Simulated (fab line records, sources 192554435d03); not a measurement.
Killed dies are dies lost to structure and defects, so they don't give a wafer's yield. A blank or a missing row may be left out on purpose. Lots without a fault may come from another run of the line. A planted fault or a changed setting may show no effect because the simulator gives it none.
Chamber matching | flow n5_finfet | N5_BEOL_M9_ETCH_76 on rie_diel-05: 4 sister chambers
The step etches underlayer in N2/H2, target depth 6.5 nm, time 5.2 s. 14 wafers are shown with their chamber, then 7 later ones without.

WAFERS WITH THEIR CHAMBER
wafer  | chamber | showerhead_plenum_p_Torr (Torr) | throttle_valve_pct (%) | drypump_motor_current_A (A)
L080.3 | 2       | 2.51                            | 17.47                  | 6.8
L080.4 | 1       | 2.42                            | 18.31                  | 5.7
L080.5 | 3       | 2.50                            | 17.97                  | 5.2
L084.4 | 3       | 2.50                            | 17.96                  | 5.2
L084.5 | 3       | 2.50                            | 17.96                  | 5.2
L084.6 | 0       | 2.59                            | 17.44                  | 6.0
L086.2 | 1       | 2.41                            | 18.32                  | 5.8
L086.3 | 2       | 2.51                            | 17.49                  | 6.7
L086.4 | 3       | 2.50                            | 17.96                  | 5.2
L090.1 | 2       | 2.51                            | 17.46                  | 6.7
L090.2 | 0       | 2.59                            | 17.47                  | 5.9
L090.4 | 3       | 2.50                            | 17.96                  | 5.2
L089.2 | 1       | 2.41                            | 18.30                  | 5.7
L089.4 | 2       | 2.51                            | 17.52                  | 6.7

SIGNATURES (means of the wafers above)
reading                  | chamber 0 | chamber 1 | chamber 2 | chamber 3 | scatter within a chamber
showerhead_plenum_p_Torr | 2.5900    | 2.4133    | 2.5100    | 2.5000    | 0.00258
throttle_valve_pct       | 17.4550   | 18.3100   | 17.4850   | 17.9620   | 0.0168
drypump_motor_current_A  | 5.950     | 5.733     | 6.725     | 5.200     | 0.0438
Rule: a wafer's distance from a chamber is the root of the sum, over the readings, of the square of ((its reading less the chamber's mean) divided by the reading's scatter). The wafer belongs to the nearest chamber; if the next one is less than 2 further off, it can't be placed. The scatter: the root of (the sum of the squares of (reading less its chamber's mean) over the shown wafers, divided by (wafers less chambers)).

WAFERS WITHOUT THEIR CHAMBER
wafer  | showerhead_plenum_p_Torr (Torr) | throttle_valve_pct (%) | drypump_motor_current_A (A)
L089.5 | 2.50                            | 17.99                  | 5.2
L097.2 | 2.57                            | 17.51                  | 6.0
L097.4 | 2.49                            | 17.62                  | 5.2
L097.6 | 2.58                            | 17.48                  | 6.0
L096.2 | 2.57                            | 17.49                  | 6.0
L096.3 | 2.49                            | 17.63                  | 5.2
L096.5 | 2.41                            | 18.33                  | 5.7

WHICH CHAMBER EACH WENT THROUGH
wafer  | from the rows above | in truth
L089.5 | 3                   | 3
L097.2 | 0                   | 0
L097.4 | 3                   | 3
L097.6 | 0                   | 0
L096.2 | 0                   | 0
L096.3 | 3                   | 3
L096.5 | 1                   | 1
Placed correctly: 7 of 7. Can't be placed from these rows: 0. Placed wrongly: 0.
